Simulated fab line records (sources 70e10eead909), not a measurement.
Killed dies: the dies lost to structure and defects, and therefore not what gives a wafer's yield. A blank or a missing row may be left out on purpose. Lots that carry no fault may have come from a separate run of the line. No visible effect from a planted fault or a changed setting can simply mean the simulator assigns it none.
Which tool is to blame?	flow nand harc	7 lots (21 wafers sampled), 1 step of a 1159-step route

## WHAT THE GAUGES SHOWED, per wafer
NHARC_A_SLIT_CD_MEAS_09: target cd 300 nm.
lot	measured	on	cd nm (nm)
L348	day 14 15:32	cd sem-01	300.2 300.3 300.6
L354	day 15 10:27	cd sem-02	299.6 299.4 300.0
L352	day 15 10:52	cd sem-02	300.4 300.8 300.0
L356	day 16 14:31	cd sem-03	299.5 299.8 299.6
L367	day 19 00:50	cd sem-02	300.5 301.0 300.0
L369	day 19 01:54	cd sem-03	298.3 299.4 300.0
L370	day 19 21:13	cd sem-01	300.1 299.0 298.6

## EACH LOT AND THE TOOL THAT RAN IT (in order: tool; ch and the chambers of the sampled wafers; start)
There is no process step in the record ahead of these readings.

## THE ANSWER, worked out from the rows above alone
Rule: what is usual is taken from the lots themselves. Put in order of their means at a reading, lots are off if they are a third of the lots or fewer, leave a main group of 4 or more, and stand apart from it by a gap of 3 or more times the standard deviation of the main group's means; of several such gaps the widest counts. A main group is skipped when, at the precision printed for the reading in the tables above, its means are all equal. Also off: a lot with no number at a reading for which 4 or more lots have one. All remaining lots with rows at the step are treated as sound.
Nothing can be told from this: no lot is off at any reading shown.

## WHAT WAS PUT IN BY THE SIMULATOR
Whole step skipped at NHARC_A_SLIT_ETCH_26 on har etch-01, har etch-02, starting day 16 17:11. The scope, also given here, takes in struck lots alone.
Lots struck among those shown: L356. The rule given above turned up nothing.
